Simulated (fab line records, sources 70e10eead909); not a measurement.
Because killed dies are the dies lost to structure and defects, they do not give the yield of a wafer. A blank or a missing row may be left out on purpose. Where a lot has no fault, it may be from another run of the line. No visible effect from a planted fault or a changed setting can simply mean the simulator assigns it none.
Comparing a struck lot with a sound one :: flow nand-harc :: 15 out of 1302 route steps
Sound: these wafers, L127.1, L127.4, L127.5. Wafers L136.1, L136.2, L136.5 were the ones struck. The cause is named last.
Order at every step that has rows: each side's tool, ch and its chambers, its first start. Under that, the readings that differ: sound wafers :: struck wafers :: difference of the means :: sigmas: that difference in standard deviations of wafers without a fault.
alike: a reading whose means differ by less than 2 such deviations, as well as words and numbers matching on both sides. not compared: withheld readings; readings where some wafer has no value; bounds like >300 that might hide an equal value; numbers whose values overlap and for which the record gives no deviation.
A row with sigmas, a row that says differs or no value, or rows on one side alone: a step with any of these is where the two part. Numbers that have no deviation but don't overlap get no sigmas and don't part them. A reading missing from all wafers of one side parts the sides only when that side holds two or more wafers.

first, 5 steps without rows for these wafers: NHARC_A_SGD_CUT_SOFTBAKE_04 (time 55 s); NHARC_A_SGD_CUT_EBR_05; NHARC_A_SGD_CUT_EXPOSE_06 (exposes mask SGD); NHARC_A_SGD_CUT_PEB_07 (peb time 65 s); NHARC_A_SGD_CUT_DEVELOP_08 (develop time 35 s).
NHARC_A_SGD_CUT_CD_MEAS_09: target cd 100 nm.
  sound on cd-sem-02 ch 0, day 19 13:35; struck on cd-sem-02 ch 0, day 23 20:23
  alike: cd-nm
NHARC_A_SGD_CUT_OVL_MEAS_10:
  struck on overlay-01, day 23 20:29; sound on overlay-02, day 19 13:40
reading: overlay-x-nm (nm)
sound: -0.9 -0.8 -0.1
struck: 1.3 1.6 1.8
difference: +2.2
sigmas: +3
  alike: overlay-y-nm
NHARC_A_SGD_CUT_INSPECT_11:
  struck on defect-inspect-02, day 23 20:31; sound on defect-inspect-01, day 19 13:43
  alike: raw-defect-count
NHARC_A_SGD_CUT_DESCUM_14: chemistry O2, time 3 s.
  sound on rie-diel-06 ch 0,1,3, day 19 13:47; struck on rie-diel-12 ch 2,3, day 23 20:35
  alike: drypump-motor-current-A, oes-product-au, rf-vpp-V, showerhead-plenum-p-Torr, throttle-valve-pct
  not compared: rf-hours-counter-h
NHARC_A_SGD_CUT_ETCH_58: etches the open film in CF4, target depth 39 nm, time 65 s.
  sound on rie-diel-06 ch 1,2,3, day 19 13:52; struck on rie-diel-12 ch 0,3, day 23 20:40
reading: oes-product-au (a.u.)
sound: 1.006 1.004 1.014
struck: 0.982 0.988 0.975
difference: -0.026
sigmas: -3
  alike: drypump-motor-current-A, rf-vpp-V, run-length-s, showerhead-plenum-p-Torr, throttle-valve-pct
  not compared: rf-hours-counter-h
NHARC_A_SGD_CUT_ETCH_59: etches the open film in N2/H2, target depth 260 nm, time 406.25 s.
  sound: rie-diel-06 ch 1,3; struck: rie-diel-12 ch 2,3
  alike: drypump-motor-current-A, oes-product-au, rf-vpp-V, run-length-s, showerhead-plenum-p-Torr, throttle-valve-pct
  not compared: rf-hours-counter-h
NHARC_A_SGD_CUT_ETCH_15: etches the open film in CH3F/O2, target depth 75 nm, time 64.3 s.
  sound: rie-diel-06 ch 1,2; struck: rie-diel-12 ch 2,3
  alike: ch3f-flow-sccm, drypump-motor-current-A, oes-product-au, rf-vpp-V, run-length-s, showerhead-plenum-p-Torr, throttle-valve-pct
  not compared: rf-hours-counter-h
NHARC_A_SGD_CUT_ETCH_16: etches the open film in C4F8/O2/Ar, target depth 310.5 nm, time 155.2 s.
  sound on rie-diel-06 ch 1,2,3, day 19 14:21; struck on rie-diel-12 ch 0,1, day 23 21:08
reading: run-length-s (s)
sound: 176.5 175.6 177.9
struck: 161.0 161.9 161.4
difference: -15.2
sigmas: -30
  alike: oes-product-au, rf-vpp-V
  not compared: rf-hours-counter-h
then, 1 step without rows for these wafers: NHARC_A_SGD_CUT_STRIP_60 (strips in C4F8/O2/Ar).
-- jump in the record: it breaks off in module A_SGD_CUT and resumes in module END (first step shown: number 1302 of the route), and 5 days separate the struck wafers' starts before and after --
NHARC_END_SORT_01:
  sound on prober-02 ch 0, day 24 15:43; struck on prober-02 ch 0, day 29 01:23
reading: killed-at-array
sound: 20 23 28
struck: 617 605 618
difference: +590
sigmas: +26

reading: killed-dies
sound: 23 25 37
struck: 624 609 622
difference: +590
sigmas: +26
  alike: killed-at-other, killed-at-periphery, killed-open, killed-short

WHERE THEY PART
First at NHARC_A_SGD_CUT_OVL_MEAS_10; last, within this record, at NHARC_END_SORT_01.

WHY: what the simulator had put in
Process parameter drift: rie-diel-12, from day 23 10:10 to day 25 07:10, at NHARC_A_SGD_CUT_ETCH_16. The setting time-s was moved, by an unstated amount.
